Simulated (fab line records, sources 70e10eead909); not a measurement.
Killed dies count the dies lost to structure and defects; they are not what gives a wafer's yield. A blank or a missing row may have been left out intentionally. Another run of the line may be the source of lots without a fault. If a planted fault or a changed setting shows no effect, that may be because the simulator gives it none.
The tool behind it: which one? ; flow nand-harc ; 14 lots with 42 wafers sampled at 4 steps, on a route of 1159 steps

## WHAT THE GAUGES SHOWED, per wafer
No reading from a measuring or inspecting step in the record can be judged against a usual standard deviation.

## TOOL THAT RAN EACH LOT (tool first, then ch and the chambers of the sampled wafers, then the start)
lot;NHARC_A_CONTACT_ETCH_92;NHARC_A_CONTACT_CVD_19;NHARC_A_BLC_STRIP_29;NHARC_A_BLC_ALD_23
L465;rie-diel-04 ch 0,1,2, day 16 19:25;cvd-w-01 ch 0,1, day 17 00:29 or earlier;rie-diel-13 ch 0,2,3, day 17 00:29;ald-metal-01 ch 0,3, day 17 01:16
L468;rie-diel-04 ch 0,1,3, day 17 08:24;cvd-w-02 ch 0,1, day 17 13:22 or earlier;rie-diel-13 ch 0,2,3, day 17 13:22;ald-metal-01 ch 0,1,2, day 17 14:10
L471;rie-diel-03 ch 2,3, day 18 22:38;cvd-w-02 ch 0,1, day 19 04:13 or earlier;rie-diel-13 ch 1,2,3, day 19 04:13;ald-metal-03 ch 0,3, day 19 04:56
L472;rie-diel-01 ch 0,1, day 19 01:31;cvd-w-01 ch 1, day 19 06:00 or earlier;rie-diel-12 ch 0,2,3, day 19 06:00;ald-metal-02 ch 0,2,3, day 19 06:47
L474;rie-diel-04 ch 1,2,3, day 19 08:05;cvd-w-02 ch 0,1, day 19 12:49 or earlier;rie-diel-12 ch 0,2,3, day 19 12:49;ald-metal-03 ch 1,2,3, day 19 13:36
L473;rie-diel-01 ch 0,1,2, day 19 09:52;cvd-w-02 ch 0,1, day 19 14:14 or earlier;rie-diel-12 ch 0,2,3, day 19 14:14;ald-metal-01 ch 0,2,3, day 19 15:01
L475;rie-diel-01 ch 0,1,2, day 19 13:35;cvd-w-02 ch 0,1, day 19 20:29 or earlier;rie-diel-13 ch 0,2,3, day 19 20:29;ald-metal-03 ch 0,2,3, day 19 21:15
L476;rie-diel-01 ch 0,1,2, day 19 16:30;cvd-w-02 ch 0, day 19 21:47 or earlier;rie-diel-12 ch 0,1, day 19 21:47;ald-metal-01 ch 1,2, day 19 22:32
L478;rie-diel-01 ch 0,1, day 20 08:16;cvd-w-01 ch 0, day 20 16:34 or earlier;rie-diel-13 ch 0,1,3, day 20 16:34;ald-metal-01 ch 1,2, day 20 17:20
L483;rie-diel-01 ch 0,2,3, day 20 21:46;cvd-w-02 ch 0,1, day 21 09:46 or earlier;rie-diel-11 ch 1,2,3, day 21 09:46;ald-metal-01 ch 0,2,3, day 21 10:33
L479;rie-diel-04 ch 0,1, day 21 12:48;cvd-w-02 ch 0,1, day 21 22:07 or earlier;rie-diel-13 ch 0,1,3, day 21 22:07;ald-metal-01 ch 1,2, day 21 22:54
L481;rie-diel-03 ch 0,1,2, day 21 18:03;cvd-w-02 ch 0,1, day 22 02:35 or earlier;rie-diel-13 ch 0,1,2, day 22 02:35;ald-metal-01 ch 2,3, day 22 03:21
L486;rie-diel-01 ch 0,1,2, day 22 06:19;cvd-w-01 ch 0,1, day 22 12:50 or earlier;rie-diel-12 ch 0,1,2, day 22 12:50;ald-metal-03 ch 0,2,3, day 22 13:37
L487;rie-diel-01 ch 0,1, day 22 20:32;cvd-w-01 ch 0,1, day 23 02:05 or earlier;rie-diel-12 ch 1,2,3, day 23 02:05;ald-metal-01 ch 1,3, day 23 02:52
- NHARC_A_CONTACT_ETCH_92: etches the open film in CH3F/O2, target depth 40 nm, time 85.7 s.
- NHARC_A_CONTACT_CVD_19: deposits W, target thk 300 nm, time 802 s.
- NHARC_A_BLC_STRIP_29: strips in CF4.
- NHARC_A_BLC_ALD_23: deposits TiN, target thk 3 nm, pulse time 1 s, ald cycles 150.

## WHAT THE TOOLS THEMSELVES READ (means of the sampled wafers that have a number; where no wafer has one, the mark that the record gives instead)
NHARC_A_CONTACT_ETCH_92. Usual: drypump-motor-current-A 5.8 A, standard deviation 0.4; oes-product-au 0.934 a.u., standard deviation 0.027; rf-fwd-power-W 496.4 W, standard deviation 1.7; rf-vpp-V 244.8 V, standard deviation 1.8; showerhead-plenum-p-Torr 2.50 Torr, standard deviation 0.11; throttle-valve-pct 20.662 %, standard deviation 0.01.
lot;tool;drypump-motor-current-A (A);oes-product-au (a.u.);rf-fwd-power-W (W);rf-vpp-V (V);showerhead-plenum-p-Torr (Torr);throttle-valve-pct (%);flag
L465;rie-diel-04;5.9;0.931;495.2;245.2;2.48;20.665;
L468;rie-diel-04;6.1;0.925;495.8;245.3;2.57;20.658;
L471;rie-diel-03;6.5;0.935;494.5;245.5;2.52;20.655;
L472;rie-diel-01;5.6;0.915;495.2;245.1;2.53;20.649;
L474;rie-diel-04;5.9;0.925;497.0;244.8;2.49;20.662;
L473;rie-diel-01;5.5;0.923;496.4;244.9;2.45;20.658;
L475;rie-diel-01;5.5;0.937;496.7;244.2;2.45;20.665;
L476;rie-diel-01;5.5;0.921;495.3;244.4;2.45;20.653;
L478;rie-diel-01;5.4;0.996;496.3;245.5;2.52;20.654;
L483;rie-diel-01;5.5;0.925;497.3;244.7;2.46;20.663;
L479;rie-diel-04;6.1;1.006;495.8;245.8;2.58;20.662;
L481;rie-diel-03;6.1;0.931;498.2;244.1;2.45;20.669;
L486;rie-diel-01;5.5;0.924;498.1;243.9;2.45;20.655;
L487;rie-diel-01;5.4;0.929;498.3;245.0;2.51;20.661;

NHARC_A_CONTACT_CVD_19. Usual: chamber-pressure-Torr 40.01 Torr, standard deviation 0.095; heater-power-w 420 W, standard deviation 25; throttle-valve-pct 8.0 %, standard deviation 0.33.
lot;tool;chamber-pressure-Torr (Torr);heater-power-w (W);throttle-valve-pct (%);flag
L465;cvd-w-01;40.04;409;8.1;
L468;cvd-w-02;40.15;421;7.7;
L471;cvd-w-02;39.95;434;7.9;
L472;cvd-w-01;40.04;438;8.4;
L474;cvd-w-02;39.98;436;7.8;
L473;cvd-w-02;39.94;418;7.6;
L475;cvd-w-02;40.03;434;7.6;
L476;cvd-w-02;39.95;412;7.7;
L478;cvd-w-01;39.95;403;8.3;
L483;cvd-w-02;39.99;433;7.7;
L479;cvd-w-02;39.98;425;7.7;
L481;cvd-w-02;40.03;439;7.8;
L486;cvd-w-01;40.03;407;7.9;
L487;cvd-w-01;39.98;418;8.5;

NHARC_A_BLC_STRIP_29. Usual: drypump-motor-current-A 5.8 A, standard deviation 0.5; oes-product-au 0.997 a.u., standard deviation 0.0084; rf-vpp-V 59.4 V, standard deviation 0.89; showerhead-plenum-p-Torr 1.80 Torr, standard deviation 0.06; throttle-valve-pct 13.284 %, standard deviation 0.0087.
lot;tool;drypump-motor-current-A (A);oes-product-au (a.u.);rf-vpp-V (V);showerhead-plenum-p-Torr (Torr);throttle-valve-pct (%);flag
L465;rie-diel-13;5.9;0.987;59.1;1.79;13.273;
L468;rie-diel-13;5.8;0.997;59.1;1.79;13.288;
L471;rie-diel-13;5.8;1.000;59.5;1.78;13.283;
L472;rie-diel-12;5.6;0.998;59.1;1.81;13.282;
L474;rie-diel-12;5.6;0.994;59.7;1.81;13.281;
L473;rie-diel-12;5.7;0.998;59.2;1.81;13.285;
L475;rie-diel-13;5.9;0.991;59.6;1.79;13.278;
L476;rie-diel-12;6.7;0.990;59.7;1.88;13.289;
L478;rie-diel-13;5.8;0.993;60.6;1.76;13.284;
L483;rie-diel-11;5.4;1.007;59.2;1.80;13.287;
L479;rie-diel-13;5.8;1.002;58.8;1.76;13.284;
L481;rie-diel-13;5.6;0.982;58.6;1.76;13.283;
L486;rie-diel-12;6.1;0.999;59.3;1.86;13.284;
L487;rie-diel-12;5.6;1.004;59.6;1.81;13.278;

NHARC_A_BLC_ALD_23. Usual: heater-power-w 1118 W, standard deviation 120; precursor-pulse-height-rel 1.001, standard deviation 0.019.
lot;tool;heater-power-w (W);precursor-pulse-height-rel;flag
L465;ald-metal-01;1079;1.004;
L468;ald-metal-01;1102;0.995;
L471;ald-metal-03;1069;0.992;
L472;ald-metal-02;1147;0.974;
L474;ald-metal-03;1086;0.999;
L473;ald-metal-01;1125;0.991;
L475;ald-metal-03;1087;0.997;
L476;ald-metal-01;1202;0.997;
L478;ald-metal-01;1142;0.993;
L483;ald-metal-01;1060;1.029;
L479;ald-metal-01;1130;1.004;
L481;ald-metal-01;1170;1.000;
L486;ald-metal-03;1107;1.002;
L487;ald-metal-01;1093;1.002;

## THE ANSWER, worked out from the rows above alone
Rule: a lot is off if the mean of its wafers that have a number lies more than 3 standard deviations from the usual mean. Also off: a lot with no number at a reading for which 4 or more lots have one. The other lots that the step has rows for count as sound. After the gauges, taken in route order, come the tools' own readings; for these a lot's mean is taken, as printed above. The first step at which some lot is off is used, and at that step the reading that is off furthest; a lot without a number counts as furthest.
Across all readings shown, no lot is off: no conclusion can be drawn from this.

## WHAT THE SIMULATOR PUT IN
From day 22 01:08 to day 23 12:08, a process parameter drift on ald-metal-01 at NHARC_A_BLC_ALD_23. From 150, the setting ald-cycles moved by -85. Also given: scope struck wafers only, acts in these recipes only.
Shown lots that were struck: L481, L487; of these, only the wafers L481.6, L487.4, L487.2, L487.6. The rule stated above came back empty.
